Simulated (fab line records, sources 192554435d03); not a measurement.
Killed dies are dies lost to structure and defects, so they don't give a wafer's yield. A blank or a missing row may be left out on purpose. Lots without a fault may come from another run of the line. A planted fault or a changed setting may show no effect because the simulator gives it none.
A struck lot beside a sound one | flow n5_finfet | 41 steps out of a route of 1938
Sound: wafers L512.1, L512.4, L512.6. Struck: wafers L524.2, L524.5, L524.6. The cause comes at the end.
At each step with rows: each side's tool, then ch and its chambers, then its first start. Under that, the readings that differ: sound wafers | struck wafers | difference of the means | sigmas: that difference in standard deviations of wafers without a fault.
alike: readings whose means differ by less than 2 such deviations, and words and numbers that are the same on both sides. not compared: withheld readings, readings that some wafer has no value for, bounds like >300 that may hide the same value, and numbers for which the record gives no deviation and whose values overlap.
The two part at a step that has a row with sigmas, a row that says differs or no value, or rows on one side only. Numbers that don't overlap but have no deviation are shown without sigmas and don't part them. A reading that every wafer of one side lacks parts them only if that side has two wafers or more.

first, 8 steps without rows for these wafers: N5_BEOL_M0_ETCH_138 (etches SiCN in CH3F/O2, target depth 12 nm, time 31.6 s); N5_BEOL_M0_HM_OPEN_105 (chemistry Cl2/BCl3, target TiN, target depth 12 nm); N5_BEOL_M0_STRIP_140 (strips in CF4); N5_BEOL_M0_STRIP_104 (strips in N2/H2); N5_BEOL_M0_WET_ETCH_106 (etches SiO2 in DHF, target depth 130 nm, rinse time 30 s); N5_BEOL_M0_ETCH_128 (etches SiCN in CF4/N2, target depth 12 nm, overetch 5.1 nm, time 21.4 s); N5_BEOL_M0_TRENCH_ETCH_107 (etches SiOC in C4F6/O2, target depth 32.8 nm, time 16.4 s); N5_BEOL_M0_STRIP_142 (strips in N2/H2, time 10 s).
N5_BEOL_M0_OCD_MEAS_108:
  sound on ocd-02, day 6 14:02; struck on ocd-02, day 9 21:44
  alike: trench_depth_nm
then, 3 steps without rows for these wafers: N5_BEOL_M0_HM_STRIP_129 (strips TiN in peroxide tin strip, target depth 17 nm, time 108 s); N5_BEOL_M0_SRD_130 (time 30 s); N5_BEOL_M0_ETCH_109 (etches SiCN in CH3F/O2, target depth 8 nm, overetch 2.4 nm, time 27.4 s).
N5_BEOL_M0_STRIP_139: strips in post etch residue remover, time 60 s.
  sound on wet_bench-03 ch 1,2,7, day 6 14:16; struck on wet_bench-03 ch 1,3,5, day 9 21:57
then, 6 steps without rows for these wafers: N5_BEOL_M0_SRD_111 (time 30 s); N5_BEOL_M0_DEGAS_112 (time 60 s); N5_BEOL_M0_PRE_CLEAN_113 (time 30 s); N5_BEOL_M0_ALD_136 (deposits TaN, pulse time 2 s, purge time 3 s, co reactant purge time 2 s); N5_BEOL_M0_SURFACE_TREAT_137; N5_BEOL_M0_CVD_115 (deposits Co from CCTBA/H2, time 120 s).
N5_BEOL_M0_SPUTTER_116: material Cu, target thk 4 nm, time 7.37 s.
  sound on pvd_sputter-01, day 6 15:53; struck on pvd_sputter-03, day 9 22:40
  alike: susceptor_temp_C, throttle_valve_pct
N5_BEOL_M0_ANNEAL_117: time 60 s.
  sound on pvd_sputter-01, day 6 15:58; struck on pvd_sputter-03, day 9 22:44
  alike: heater_power_w, susceptor_temp_C
then, 3 steps without rows for these wafers: N5_BEOL_M0_SPUTTER_132 (material Cu, target thk 4 nm, time 7.37 s); N5_BEOL_M0_ANNEAL_133 (time 60 s); N5_BEOL_M0_SPUTTER_134 (material Cu, target thk 4 nm, time 7.37 s).
N5_BEOL_M0_ANNEAL_135: time 60 s.
  sound on pvd_sputter-01, day 6 16:12; struck on pvd_sputter-03, day 9 22:59
  alike: heater_power_w, susceptor_temp_C
then, 4 steps without rows for these wafers: N5_BEOL_M0_SPUTTER_141 (material Cu, target thk 4 nm, time 7.37 s); N5_BEOL_M0_ECD_118 (material Cu, target thk 300 nm); N5_BEOL_M0_ANNEAL_119 (time 90 s); N5_BEOL_M0_CMP_120 (polishes, stops on SiOC, t overpolish 6.9 s).
N5_BEOL_M0_PRE_CLEAN_131: time 15 s.
  sound on cvd_co-01 ch 1,2, day 6 17:16; struck on cvd_co-02 ch 0,1, day 10 00:47
  alike: heater_power_outer_w, heater_power_w
  not compared: susceptor_temp_C
then, 3 steps without rows for these wafers: N5_BEOL_M0_CO_CAP_123 (material Co, precursor CCTBA/H2, target thk 2 nm, time 102.1 s); N5_BEOL_M0_PRE_CLEAN_124 (time 15 s); N5_BEOL_M0_DEP_125 (deposits SiCN from 3MS/NH3, target thk 8 nm, time 14 s).
N5_BEOL_M0_RS_MEAS_126: measures by four-point-probe.
  sound on film_metro-02, day 6 17:29; struck on film_metro-01, day 10 01:09
  alike: M0_RS
then, 1 step without rows for these wafers: N5_BEOL_M1_ILD_DEP_00 (deposits SiOC from DEMS/O2, target thk 79 nm, time 15.3 s).
N5_BEOL_M1_THK_MEAS_01:
  sound on film_metro-02, day 6 17:38; struck on film_metro-01, day 10 01:17
  alike: M1_ILD_THK
N5_BEOL_M1_PECVD_72: deposits SiO2 from TEOS/O2, target thk 16 nm, time 18 s.
  sound on pecvd-02 ch 0,1,2, day 6 17:40; struck on pecvd-03 ch 0, day 10 01:20
  alike: heater_power_outer_w, heater_power_w, showerhead_plenum_p_Torr, susceptor_temp_C, throttle_valve_pct
then, 3 steps without rows for these wafers: N5_BEOL_M1_HM_DEP_02 (deposits TiN, target thk 20 nm); N5_BEOL_M1_COAT_61 (time 60 s, resist thk 60 nm); N5_BEOL_M1_COAT_62 (time 60 s, resist thk 12 nm).
-- the record jumps here: 8 days lie between the struck wafers' starts before and after (it left off in module BEOL_M1 and takes up again in module PASSIVATION, whose first step shown is number 1936 of the route) --
N5_PASSIVATION_PROBE_49:
  sound on prober-02, day 14 07:51; struck on prober-02, day 17 14:35
  reading                  | sound          | struck         | difference | sigmas
  defect_limited_yield (%) | 92.8 90.9 92.7 | 86.8 86.4 84.4 | -6.3       | -4
  killed_at_M0_to_M3       | 21 29 22       | 106 90 157     | +94        | +10
  killed_dies              | 85 107 86      | 156 160 184    | +74        | +5
  killed_on_rim            | 12 13 7        | 22 26 8        | +8         | +2
  sort_bin_5_function (%)  | 4.1 4.8 4.2    | 8.4 7.7 9.2    | +4.1       | +5
  sort_n_pass              | 1094 1073 1094 | 1024 1020 996  | -74        | -3
  sort_yield_pct (%)       | 92.7 90.9 92.7 | 86.8 86.4 84.4 | -6.2       | -2
  alike: killed_at_M4_up, killed_at_contacts, killed_at_front_end, killed_at_other, killed_open, killed_short, sort_bin_4_leakage, sort_bin_6_memory, sort_bin_8_speed

WHERE THEY PART
Only at N5_PASSIVATION_PROBE_49, within this record.

WHY: what the simulator had put in
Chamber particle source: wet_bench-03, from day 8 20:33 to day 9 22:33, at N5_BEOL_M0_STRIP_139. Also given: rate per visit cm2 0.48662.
